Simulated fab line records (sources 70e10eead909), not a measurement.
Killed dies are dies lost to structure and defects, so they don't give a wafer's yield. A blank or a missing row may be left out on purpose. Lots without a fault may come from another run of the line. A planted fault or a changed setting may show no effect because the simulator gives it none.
Which tool did it? | flow nand-harc | Sampling: 12 lots, 36 wafers, 6 of 1302 route steps

== WHAT THE GAUGES READ, wafer by wafer ==
NHARC_P_ZERO_WELL_CD_MEAS_24: target cd 720 nm.
lot  | measured     | on        | cd-nm (nm)
L634 | day 1 22:33  | cd-sem-01 | 721.2 717.7 722.2
L636 | day 2 18:21  | cd-sem-01 | 722.6 722.0 718.1
L643 | day 5 16:35  | cd-sem-01 | 688.9 688.8 688.5
L644 | day 6 02:32  | cd-sem-02 | 721.6 720.9 720.8
L645 | day 6 12:35  | cd-sem-01 | 690.0 690.8 690.5
L646 | day 6 22:35  | cd-sem-03 | 720.9 719.4 719.1
L648 | day 7 18:34  | cd-sem-01 | 717.9 719.5 721.7
L649 | day 8 04:31  | cd-sem-03 | 718.2 717.9 717.0
L651 | day 9 00:38  | cd-sem-02 | 717.2 721.5 721.6
L653 | day 9 20:52  | cd-sem-02 | 721.1 718.5 717.4
L654 | day 10 06:30 | cd-sem-03 | 718.5 718.5 719.4
L657 | day 11 12:28 | cd-sem-02 | 722.1 720.9 722.3

NHARC_P_STI_INSPECT_11.
lot  | measured     | on                | raw-defect-count
L634 | day 2 20:48  | defect-inspect-02 | 8 3 3
L636 | day 3 17:02  | defect-inspect-02 | 8 9 10
L643 | day 6 17:35  | defect-inspect-02 | 3 10 7
L644 | day 7 02:22  | defect-inspect-02 | 5 8 4
L645 | day 7 08:53  | defect-inspect-02 | 8 11 10
L646 | day 7 18:56  | defect-inspect-02 | 8 5 8
L648 | day 8 14:49  | defect-inspect-01 | 3 3 5
L649 | day 9 00:29  | defect-inspect-02 | 7 2 3
L651 | day 9 20:22  | defect-inspect-02 | 1 2 7
L653 | day 10 18:20 | defect-inspect-01 | 5 6 6
L654 | day 11 03:25 | defect-inspect-02 | 6 4 1
L657 | day 12 10:17 | defect-inspect-01 | 10 9 10

NHARC_END_SORT_01.
lot  | measured     | on        | killed-at-array | killed-at-other | killed-at-periphery | killed-dies | killed-open | killed-short
L643 | day 28 19:03 | prober-01 | 73              | 3               | 8                   | 84          | 1           | 1

== TOOL THAT RAN EACH LOT (tool first, then ch and the chambers of the sampled wafers, then the start) ==
lot  | NHARC_P_ZERO_WELL_EXPOSE_21       | NHARC_P_STI_ETCH_42                | NHARC_P_STI_CMP_21
L634 | krf-scanner-01 ch 0, day 1 22:24  | rie-diel-03 ch 0,2, day 2 21:01    | cmp-03 ch 1,2, day 3 16:13
L636 | krf-scanner-01 ch 0, day 2 18:12  | rie-diel-09 ch 2,3, day 3 17:16    | cmp-01 ch 1,2,3, day 4 12:32
L643 | krf-scanner-03 ch 0, day 5 16:26  | rie-diel-09 ch 0,1,3, day 6 17:49  | cmp-04 ch 1,2,3, day 7 16:07
L644 | krf-scanner-04 ch 0, day 6 02:22  | rie-diel-08 ch 0,1,3, day 7 02:36  | cmp-01 ch 0,2,3, day 7 21:04
L645 | krf-scanner-03 ch 0, day 6 12:25  | rie-diel-09 ch 0,1,3, day 7 09:07  | cmp-01 ch 0,1, day 8 03:33
L646 | krf-scanner-04 ch 0, day 6 22:26  | rie-diel-08 ch 1,2,3, day 7 19:10  | cmp-03 ch 1,2,3, day 8 13:02
L648 | krf-scanner-04 ch 0, day 7 18:25  | rie-diel-03 ch 0,2,3, day 8 15:03  | cmp-01 ch 0,2,3, day 9 17:38
L649 | krf-scanner-04 ch 0, day 8 04:22  | rie-diel-03 ch 0,1, day 9 00:43    | cmp-03 ch 0,2,3, day 9 17:35
L651 | krf-scanner-04 ch 0, day 9 00:29  | rie-diel-08 ch 0,2,3, day 9 20:35  | cmp-03 ch 1,3, day 10 16:27
L653 | krf-scanner-01 ch 0, day 9 20:43  | rie-diel-08 ch 1,2,3, day 10 18:34 | cmp-01 ch 0,2,3, day 11 12:46
L654 | krf-scanner-01 ch 0, day 10 06:20 | rie-diel-09 ch 0,1,2, day 11 03:39 | cmp-01 ch 1,2, day 12 01:27
L657 | krf-scanner-01 ch 0, day 11 12:19 | rie-diel-08 ch 0,2,3, day 12 10:31 | cmp-01 ch 0,1,3, day 13 03:44
- NHARC_P_ZERO_WELL_EXPOSE_21: exposes mask P NWELL, target cd 720 nm.
- NHARC_P_STI_ETCH_42: etches the open film in N2/H2, target depth 80 nm, overetch 24 nm, time 61 s.
- NHARC_P_STI_CMP_21: polishes, t overpolish 20 s, target thk 380.67 nm.

== WHAT THE TOOLS THEMSELVES READ (means of the sampled wafers that have a number; where no wafer has one, the mark that the record gives instead) ==
NHARC_P_ZERO_WELL_EXPOSE_21.
lot  | tool           | exposure-dose-mJ-cm2
L634 | krf-scanner-01 | 22.315
L636 | krf-scanner-01 | 22.320
L643 | krf-scanner-03 | 18.792
L644 | krf-scanner-04 | 22.326
L645 | krf-scanner-03 | 18.761
L646 | krf-scanner-04 | 22.308
L648 | krf-scanner-04 | 22.307
L649 | krf-scanner-04 | 22.303
L651 | krf-scanner-04 | 22.316
L653 | krf-scanner-01 | 22.312
L654 | krf-scanner-01 | 22.320
L657 | krf-scanner-01 | 22.298

NHARC_P_STI_ETCH_42.
lot  | tool        | drypump-motor-current-A (A) | mfc-ar-sccm (sccm) | oes-product-au (a.u.) | rf-vpp-V (V) | showerhead-plenum-p-Torr (Torr) | throttle-valve-pct (%)
L634 | rie-diel-03 | 5.87                        | 0.004              | 1.005                 | 428.5        | 1.93                            | 14.171
L636 | rie-diel-09 | 6.04                        | 0.000              | 1.003                 | 429.2        | 1.98                            | 14.174
L643 | rie-diel-09 | 5.91                        | 0.006              | 1.003                 | 430.0        | 2.01                            | 14.182
L644 | rie-diel-08 | 5.77                        | 0.017              | 0.998                 | 429.1        | 1.99                            | 14.160
L645 | rie-diel-09 | 5.90                        | 0.006              | 0.985                 | 429.7        | 2.01                            | 14.177
L646 | rie-diel-08 | 5.87                        | 0.017              | 0.990                 | 428.6        | 1.97                            | 14.164
L648 | rie-diel-03 | 5.95                        | 0.004              | 0.995                 | 428.3        | 1.96                            | 14.165
L649 | rie-diel-03 | 6.34                        | 0.004              | 0.997                 | 430.5        | 2.03                            | 14.164
L651 | rie-diel-08 | 5.89                        | 0.008              | 0.979                 | 428.1        | 1.96                            | 14.168
L653 | rie-diel-08 | 5.87                        | 0.017              | 0.982                 | 428.8        | 1.97                            | 14.174
L654 | rie-diel-09 | 5.91                        | 0.006              | 0.989                 | 430.1        | 2.02                            | 14.179
L657 | rie-diel-08 | 5.88                        | 0.008              | 0.990                 | 428.5        | 1.96                            | 14.160

NHARC_P_STI_CMP_21.
lot  | tool   | motor-current-A (A) | overpolish-run-s (s)
L634 | cmp-03 | 14.0                | 20.001
L636 | cmp-01 | 11.9                | 20.009
L643 | cmp-04 | 11.0                | 20.001
L644 | cmp-01 | 11.7                | 20.006
L645 | cmp-01 | 12.5                | 19.995
L646 | cmp-03 | 12.9                | 20.003
L648 | cmp-01 | 12.2                | 19.994
L649 | cmp-03 | 12.4                | 19.991
L651 | cmp-03 | 11.8                | 20.009
L653 | cmp-01 | 11.8                | 20.004
L654 | cmp-01 | 11.5                | 19.997
L657 | cmp-01 | 12.0                | 19.996

== THE ANSWER, worked out from the rows above alone ==
Rule: usual is defined by the lots themselves. Put in order of their means at a reading, lots are off if they are a third of the lots or fewer, leave a main group of 4 or more, and stand apart from it by a gap of 3 or more times the standard deviation of the main group's means; of several such gaps the widest counts. Not used: any main group whose means are identical at the precision the tables above print for the reading. Also off: a lot with no number at a reading for which 4 or more lots have one. Where the step has rows for the other lots, those lots are counted as sound. First the gauges in route order, then the tools' own readings, where a lot's mean is used as printed above. At the first step where some lot is off, the reading lying furthest off is the one used; lots without a number count as furthest.
Off: L643, L645, at NHARC_P_ZERO_WELL_CD_MEAS_24 (cd-nm). For the main group the mean is 719.9 nm and the standard deviation 1.1.
A tool fits if, at a process step before that reading, it ran every lot that is off, and no sound lot after the first of them. The gauges at NHARC_P_ZERO_WELL_CD_MEAS_24 aren't tried: what is off there is off at NHARC_P_ZERO_WELL_EXPOSE_21 too, on other tools, and a gauge's error can't cause that. One fits: NHARC_P_ZERO_WELL_EXPOSE_21 on krf-scanner-03. It ran no sound lot before its first lot that is off in this sample, so the start can't be narrowed down.
On the lots that are off, the tool's own readings at NHARC_P_ZERO_WELL_EXPOSE_21 differ by more than 5 times the standard deviation of the sound lots' means, which bears it out; exposure-dose-mJ-cm2 reads 18.776 there versus 22.312 on the sound lots.

== WHAT THE SIMULATOR HAD PUT IN ==
Process parameter drift: krf-scanner-03, from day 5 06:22 on, at NHARC_P_ZERO_WELL_EXPOSE_21. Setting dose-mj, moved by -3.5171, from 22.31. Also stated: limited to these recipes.
Lots struck among those shown: L643, L645. The same result came from the rule above.
